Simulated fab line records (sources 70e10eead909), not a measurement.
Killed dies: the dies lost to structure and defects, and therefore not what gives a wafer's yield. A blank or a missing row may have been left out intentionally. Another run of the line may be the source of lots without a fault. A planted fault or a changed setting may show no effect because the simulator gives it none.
fab line records	flow nand-harc
record lots=13	wafers=39	last-day=34
route steps=1302 shown A_M0@1160 A_BONDPAD@1230 THIN_TSV@1265 END@1301
lots that met no fault: taken from a fault-free run of the same line
start-h: hours from the record's opening day to when the first of the lot's shown wafers began	wait-h: how many hours have passed since the lot's step before this one	" as in the row above	L1.1+2: several wafers, shown together as one row	- no value, or no start given	* or withheld: withheld	< > ~ a bound
route shown NAME@n: a module of which the file shows steps, and the number in the route of the first	usual: the fault-free wafers' mean and standard deviation	same: alike in all rows	chamber/n: place in a boat	sites: each site's reading	_std_site: the values' standard deviation	_edge_site: inner sites' mean taken away from outer sites' mean	radius-mm: for every site, how far away it sits from the centre of the wafer	mask NAME#n: copy n	behind: the last tool/chamber to shape the wafer	hold: cause of the lot's hold/its duration in hours/its outcome	device: whichever transistor did not switch (one of n, p or np)	end of line: at the end of the route, the tests of the same wafers	a step without rows: its recipe alone	killed: dies that structure and defects cost at the first sort, which is not the same as the wafer's yield	map: shows each die of a wafer: x if killed, . if not, _ if none is there
set.NAME: the setting the step ran with; set.NAME@STEP: the setting that earlier step ran with	model.NAME: the simulator's own value behind a step, which no gauge read
the route's steps for a sample of lots (tables are steps, rows are wafers)
services: from which hour (start-h, from the record's first day; less than 0 if before it) a tool's chamber was out of use, for how many hours, and why
## steps
# step NHARC_A_M0_ECD_22
# recipe target-thk-a=4000	bath-temp-c=25	material=Cu
lot.wafer	tool	chamber	start-h	wait-h
L475.1+4+3	ecd-cu-01	0,1,0	522.49	-
L474.2+3+4	ecd-cu-01	1,0,1	534.87	-
L477.2+3+6	ecd-cu-01	0	563.46	-
L478.1+4+5	ecd-cu-02	1,0,0	564.84	-
L479.1+4+6	ecd-cu-02	1,0,1	582.46	-
L481.2+3+6	ecd-cu-01	0,1,1	596.05	-
L484.3+4+6	ecd-cu-02	1,0,0	618.18	-
L485.3+6+5	ecd-cu-02	1,0,1	633.19	-
L486.2+4+6	ecd-cu-01	0	653.15	-
L487.2+5+6	ecd-cu-01	1,1,0	655.31	-
L489.2+3+4	ecd-cu-01	0,1,0	656.45	-
L492.2+4+5	ecd-cu-02	1,0,0	700.85	-
L497.2+4+6	ecd-cu-02	0,1,1	759.85	-
# step NHARC_A_BONDPAD_ANNEAL_28
# recipe temp-c=225	time-s=90
# usual anneal-temp-c=225.00/0.2	wafer_temp_C_max=226.2/0.42
lot.wafer	tool	chamber	start-h	wait-h	anneal-temp-c	wafer_temp_C_max
L475.1	rtp-anneal-01	0	531.50	-	225.00	226.0
L475.3	"	0	"	"	225.31	225.6
L475.4	"	0	"	"	225.21	225.9
L474.2	rtp-anneal-01	0	543.84	-	225.22	226.0
L474.3	"	0	"	"	225.08	226.3
L474.4	"	0	"	"	224.99	225.8
L477.2	rtp-anneal-02	0	572.97	-	225.03	226.2
L477.3	"	0	"	"	225.19	226.6
L477.6	"	0	"	"	225.00	226.5
L478.1	rtp-anneal-02	0	574.02	0.3	224.72	226.0
L478.4	"	0	"	"	224.92	226.2
L478.5	"	0	"	"	224.79	226.5
L479.1	rtp-anneal-02	0	591.92	0.3	224.99	226.1
L479.4	"	0	"	"	224.98	226.9
L479.6	"	0	"	"	224.99	226.9
L481.2	rtp-anneal-01	0	605.46	0.3	224.88	225.8
L481.3	"	0	"	"	225.21	226.2
L481.6	"	0	"	"	225.11	226.6
L484.3	rtp-anneal-02	0	627.45	-	225.32	226.5
L484.4	"	0	"	"	225.27	226.5
L484.6	"	0	"	"	225.19	225.7
L485.3	rtp-anneal-01	0	642.29	-	224.60	225.9
L485.5	"	0	"	"	224.87	225.5
L485.6	"	0	"	"	225.04	225.9
L486.2	rtp-anneal-02	0	662.35	-	225.03	226.6
L486.4	"	0	"	"	225.23	226.2
L486.6	"	0	"	"	225.14	226.8
L487.2	rtp-anneal-02	0	664.55	-	225.06	226.3
L487.5	"	0	"	"	225.25	226.3
L487.6	"	0	"	"	224.78	226.5
L489.2	rtp-anneal-01	0	665.38	-	224.79	225.4
L489.3	"	0	"	"	224.77	225.9
L489.4	"	0	"	"	224.83	225.9
L492.2	rtp-anneal-01	0	709.88	-	224.91	226.3
L492.4	"	0	"	"	225.28	226.0
L492.5	"	0	"	"	224.95	225.4
L497.2	rtp-anneal-02	0	769.06	0.4	225.31	226.7
L497.4	"	0	"	"	225.04	226.6
L497.6	"	0	"	"	224.99	227.0
# step NHARC_THIN_TSV_STRIP_45
# recipe power-w=1500	temp-c=250	chemistry=O2
# usual drypump-motor-current-A=6.03/0.22	heater-power-w=350/27	rf-refl-power-W=21/5
lot.wafer	tool	chamber	start-h	wait-h	drypump-motor-current-A	heater-power-w	rf-hours-counter-h	rf-refl-power-W
L475.1	plasma-asher-01	0	544.52	0.1	5.86	354	2	24
L475.3	"	0	"	"	5.87	365	-	24
L475.4	"	1	"	"	5.85	391	-	14
L474.2	plasma-asher-01	0	560.19	0.1	5.84	350	4	23
L474.4	"	1	"	"	5.84	392	-	14
L474.3	"	0	"	"	5.83	354	-	25
L478.1	plasma-asher-01	0	586.78	0.1	5.85	365	9	23
L478.4	"	0	"	"	5.85	364	-	24
L478.5	"	0	"	"	5.85	369	-	23
L477.2	plasma-asher-01	1	587.92	0.1	5.89	382	10	15
L477.3	"	1	"	"	5.87	397	-	15
L477.6	"	1	"	"	5.87	386	-	15
L479.1	plasma-asher-01	1	606.20	0.1	5.85	386	14	15
L479.4	"	0	"	"	5.82	370	-	23
L479.6	"	0	"	"	5.83	360	-	23
L481.2	plasma-asher-01	1	620.16	0.1	5.87	394	18	14
L481.3	"	1	"	"	5.86	376	-	14
L481.6	"	1	"	"	5.88	379	-	15
L484.4	plasma-asher-02	1	642.53	0.2	6.40	308	-	28
L484.3	"	0	"	"	6.02	345	-	19
L484.6	"	0	"	"	6.05	335	-	18
L485.3	plasma-asher-02	1	656.67	0.2	6.44	307	-	-
L485.6	"	0	"	"	6.05	342	-	-
L485.5	"	1	"	"	6.45	303	-	-
L486.2	plasma-asher-02	1	676.51	0.1	6.43	311	11	28
L486.4	"	1	"	"	6.41	309	-	28
L486.6	"	1	"	"	6.41	303	-	28
L487.2	plasma-asher-02	1	678.88	0.1	6.37	302	12	29
L487.6	"	1	"	"	6.40	304	-	28
L487.5	"	0	"	"	6.06	346	-	19
L489.2	plasma-asher-02	1	680.78	0.1	6.37	309	12	28
L489.4	"	0	"	"	6.05	355	-	19
L489.3	"	1	"	"	6.43	306	-	28
L492.2	plasma-asher-02	1	724.82	0.1	6.38	313	23	-
L492.4	"	1	"	"	6.35	305	-	-
L492.5	"	0	"	"	6.03	346	-	-
L497.2	plasma-asher-02	1	791.18	0.1	6.40	310	0	28
L497.4	"	0	"	"	6.06	335	-	20
L497.6	"	0	"	"	6.09	346	-	18
# step NHARC_END_WLT_00
# usual VT_DECK1_BOTTOM=0.870/0.0064	VT_DECK1_BOTTOM_INNER=0.871/0.0066	VT_DECK1_MEDIAN_NEAR_BOTTOM=0.872/0.006	VT_DECK1_MEDIAN_NEAR_BOTTOM_INNER=0.872/0.0063	VT_DECK1_MIDDLE=0.885/0.0065	VT_DECK1_MIDDLE_INNER=0.884/0.0061	VT_DECK1_TOP=0.896/0.0058	VT_DECK1_TOP_INNER=0.896/0.0065	VT_DECK2_BOTTOM=0.874/0.0068	VT_DECK2_BOTTOM_INNER=0.875/0.0072	VT_DECK2_MEDIAN_NEAR_BOTTOM=0.876/0.0074	VT_DECK2_MEDIAN_NEAR_BOTTOM_INNER=0.876/0.0065	VT_DECK2_MIDDLE=0.888/0.0072	VT_DECK2_MIDDLE_INNER=0.888/0.0067	VT_DECK2_TOP=0.900/0.0066	VT_DECK2_TOP_INNER=0.900/0.0064
lot.wafer	tool	chamber	start-h	wait-h	VT_DECK1_BOTTOM	VT_DECK1_BOTTOM_INNER	VT_DECK1_MEDIAN_NEAR_BOTTOM	VT_DECK1_MEDIAN_NEAR_BOTTOM_INNER	VT_DECK1_MIDDLE	VT_DECK1_MIDDLE_INNER	VT_DECK1_TOP	VT_DECK1_TOP_INNER	VT_DECK2_BOTTOM	VT_DECK2_BOTTOM_INNER	VT_DECK2_MEDIAN_NEAR_BOTTOM	VT_DECK2_MEDIAN_NEAR_BOTTOM_INNER	VT_DECK2_MIDDLE	VT_DECK2_MIDDLE_INNER	VT_DECK2_TOP	VT_DECK2_TOP_INNER
L475.1	prober-02	-	557.44	0.1	0.867	0.858	0.861	0.871	0.886	0.887	0.891	0.891	0.868	0.867	0.860	0.873	0.885	0.891	0.899	0.903
L475.3	"	-	558.45	1.1	0.865	0.864	0.878	0.871	0.875	0.877	0.889	0.887	0.871	0.869	0.871	0.870	0.883	0.884	0.895	0.897
L475.4	"	-	"	"	0.866	0.873	0.864	0.868	0.877	0.873	0.889	0.891	0.882	0.881	0.870	0.881	0.883	0.884	0.892	0.903
L474.2	prober-02	-	572.38	0.6	0.870	0.875	0.870	0.870	0.890	0.878	0.893	0.896	0.883	0.883	0.880	0.878	0.894	0.890	0.902	0.907
L474.3	"	-	"	"	0.876	0.882	0.871	0.875	0.883	0.887	0.896	0.899	0.881	0.873	0.881	0.883	0.896	0.902	0.903	0.904
L474.4	"	-	"	"	0.881	0.876	0.878	0.886	0.888	0.887	0.905	0.901	0.883	0.881	0.881	0.883	0.892	0.892	0.909	0.907
L478.1	prober-01	-	597.80	0.0	0.866	0.860	0.876	0.862	0.880	0.869	0.890	0.888	0.886	0.883	0.885	0.884	0.894	0.885	0.909	0.908
L478.4	"	-	599.33	1.6	0.865	0.872	0.873	0.874	0.871	0.885	0.890	0.892	0.868	0.877	0.868	0.879	0.896	0.887	0.907	0.904
L478.5	"	-	"	"	0.863	0.865	0.877	0.871	0.882	0.892	0.904	0.885	0.872	0.881	0.875	0.875	0.884	0.887	0.909	0.899
L477.2	prober-02	-	605.90	8.1	0.875	0.870	0.871	0.879	0.893	0.888	0.901	0.894	0.873	0.882	0.878	0.877	0.901	0.893	0.897	0.909
L477.3	"	-	"	"	0.878	0.879	0.881	0.881	0.885	0.893	0.891	0.898	0.878	0.870	0.876	0.877	0.897	0.893	0.901	0.904
L477.6	"	-	607.91	10.1	0.869	0.872	0.874	0.881	0.883	0.888	0.895	0.891	0.875	0.877	0.876	0.876	0.890	0.891	0.905	0.909
L479.1	prober-01	-	617.25	0.0	0.875	0.871	0.872	0.873	0.878	0.885	0.885	0.898	0.872	0.868	0.874	0.875	0.885	0.884	0.900	0.896
L479.4	"	-	618.76	1.6	0.876	0.871	0.870	0.875	0.878	0.885	0.892	0.893	0.862	0.874	0.873	0.874	0.882	0.887	0.896	0.890
L479.6	"	-	619.76	2.6	0.869	0.868	0.871	0.881	0.884	0.885	0.895	0.887	0.873	0.876	0.873	0.871	0.881	0.887	0.894	0.898
L481.2	prober-02	-	631.66	0.5	0.873	0.870	0.871	0.869	0.887	0.879	0.892	0.900	0.873	0.874	0.870	0.882	0.884	0.881	0.905	0.897
L481.3	"	-	"	"	0.867	0.871	0.872	0.871	0.883	0.876	0.898	0.901	0.879	0.884	0.875	0.874	0.883	0.880	0.902	0.897
L481.6	"	-	633.60	2.5	0.867	0.872	0.871	0.874	0.889	0.878	0.892	0.897	0.875	0.877	0.879	0.878	0.900	0.888	0.894	0.902
L484.3	prober-01	-	658.42	3.9	0.862	0.863	0.864	0.865	0.885	0.887	0.896	0.901	0.881	0.879	0.885	0.879	0.895	0.896	0.906	0.911
L484.4	"	-	"	"	0.869	0.876	0.875	0.864	0.885	0.883	0.897	0.903	0.878	0.882	0.880	0.880	0.898	0.886	0.907	0.908
L484.6	"	-	659.94	5.4	0.868	0.868	0.869	0.865	0.889	0.882	0.895	0.885	0.877	0.872	0.877	0.875	0.901	0.889	0.913	0.900
L485.3	prober-02	-	669.69	1.1	0.857	0.864	0.856	0.867	0.876	0.869	0.888	0.896	0.872	0.870	0.879	0.877	0.889	0.879	0.902	0.899
L485.5	"	-	670.70	2.1	0.863	0.862	0.858	0.865	0.873	0.877	0.891	0.879	0.879	0.867	0.876	0.881	0.885	0.883	0.888	0.900
L485.6	"	-	"	"	0.864	0.857	0.864	0.861	0.869	0.873	0.891	0.897	0.866	0.866	0.870	0.873	0.872	0.880	0.894	0.891
L487.2	prober-02	-	687.90	0.5	0.870	0.869	0.865	0.871	0.888	0.896	0.902	0.903	0.885	0.878	0.884	0.886	0.900	0.888	0.905	0.910
L487.5	"	-	689.40	2.0	0.875	0.871	0.871	0.879	0.888	0.891	0.902	0.906	0.883	0.877	0.887	0.885	0.902	0.898	0.904	0.908
L487.6	"	-	"	"	0.877	0.874	0.884	0.869	0.898	0.888	0.900	0.911	0.884	0.884	0.894	0.893	0.901	0.895	0.912	0.902
L486.2	prober-01	-	687.90	0.6	0.870	0.872	0.867	0.866	0.891	0.884	0.896	0.901	0.879	0.881	0.887	0.870	0.890	0.894	0.905	0.903
L486.4	"	-	688.92	1.6	0.862	0.873	0.874	0.872	0.883	0.891	0.902	0.896	0.869	0.868	0.877	0.875	0.887	0.884	0.906	0.894
L486.6	"	-	689.93	2.6	0.864	0.870	0.876	0.869	0.878	0.880	0.889	0.904	0.881	0.876	0.876	0.879	0.894	0.894	0.898	0.908
L489.2	prober-01	-	695.78	4.1	0.911	0.903	0.911	0.911	0.916	0.915	0.931	0.927	0.873	0.876	0.869	0.875	0.888	0.886	0.915	0.901
L489.3	"	-	"	"	0.906	0.900	0.898	0.905	0.908	0.908	0.925	0.928	0.881	0.879	0.885	0.881	0.892	0.896	0.901	0.904
L489.4	"	-	"	"	0.897	0.908	0.902	0.908	0.915	0.909	0.920	0.926	0.873	0.874	0.878	0.882	0.888	0.889	0.900	0.901
L492.2	prober-01	-	736.25	0.6	0.870	0.877	0.864	0.870	0.884	0.878	0.893	0.907	0.880	0.882	0.872	0.875	0.892	0.888	0.907	0.903
L492.4	"	-	737.26	1.6	0.861	0.868	0.869	0.867	0.885	0.882	0.896	0.897	0.883	0.880	0.878	0.878	0.892	0.883	0.904	0.902
L492.5	"	-	"	"	0.873	0.871	0.883	0.873	0.889	0.881	0.894	0.892	0.882	0.878	0.881	0.884	0.890	0.887	0.897	0.902
L497.2	prober-01	-	802.51	0.5	0.879	0.875	0.873	0.875	0.893	0.891	0.906	0.896	0.867	0.870	0.871	0.875	0.888	0.880	0.888	0.898
L497.4	"	-	803.51	1.5	0.873	0.869	0.873	0.874	0.888	0.887	0.899	0.901	0.859	0.872	0.863	0.862	0.874	0.883	0.898	0.891
L497.6	"	-	804.51	2.5	0.873	0.876	0.875	0.876	0.888	0.893	0.898	0.903	0.869	0.856	0.871	0.863	0.879	0.885	0.889	0.894
## services
tool	chamber	start-h	hours	kind
ecd-cu-01	-	512.01	8.0	pm
plasma-asher-01	-	523.61	9.0	pm
plasma-asher-01	0	523.61	9.0	vent-cycle
plasma-asher-01	1	523.61	9.0	vent-cycle
ecd-cu-01	-	579.14	0.5	repair
ecd-cu-02	-	596.00	8.0	pm
plasma-asher-02	-	603.81	9.0	pm
plasma-asher-02	0	603.81	9.0	vent-cycle
plasma-asher-02	1	603.81	9.0	vent-cycle
plasma-asher-02	0	612.81	-	clean
plasma-asher-02	1	612.81	-	clean
plasma-asher-02	-	657.54	3.0	repair
ecd-cu-01	-	688.01	8.0	pm
plasma-asher-01	-	700.61	9.0	pm
ecd-cu-01	-	713.19	10.0	repair
rtp-anneal-02	-	744.03	12.0	pm
ecd-cu-01	-	758.68	4.2	repair
ecd-cu-02	-	772.00	8.0	pm
ecd-cu-01	-	776.00	3.2	repair
plasma-asher-02	-	781.03	9.0	pm
plasma-asher-02	0	781.03	9.0	vent-cycle
plasma-asher-02	1	781.03	9.0	vent-cycle
plasma-asher-02	0	790.03	-	clean
plasma-asher-02	1	790.03	-	clean
## key
first-sign step=NHARC_END_WLT_00	reading=VT_DECK1_MEDIAN_NEAR_BOTTOM_INNER	direction=up	sigmas=5.6	usual=0.872	struck=0.908
effect step=NHARC_END_WLT_00	reading=VT_DECK1_MEDIAN_NEAR_BOTTOM	direction=up	sigmas=5.4	usual=0.872	struck=0.904
met-at NHARC_A_M0_ECD_22
struck-lots L489
sort-left-out L489.2,L489.3,L489.4
tester-left-out L489
not-acting-at NHARC_A_BONDPAD_ANNEAL_28,NHARC_THIN_TSV_STRIP_45
onset-between 655.31 656.45
earlier-fault kind=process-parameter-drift	tool=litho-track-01	chamber=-	onset-h=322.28	steps=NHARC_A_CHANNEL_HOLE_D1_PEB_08	channel=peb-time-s	offset=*	shape=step	acts-in=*	stated=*
fault kind=chamber-particle-source	tool=ecd-cu-01	chamber=-	onset-h=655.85	steps=NHARC_A_M0_ECD_22	rate-per-visit-cm2=0.51237
# tester-left-out: of these lots the tester's yield and bins aren't shown, on N5 and GAA mostly nor the transistor test; their killed dies are dies lost to structure and defects alone, not to doping, threshold or leakage, so they don't give the yield
# sort-left-out: the simulated sort isn't trusted on such a fault, so these wafers' sort isn't shown, and their yield isn't known
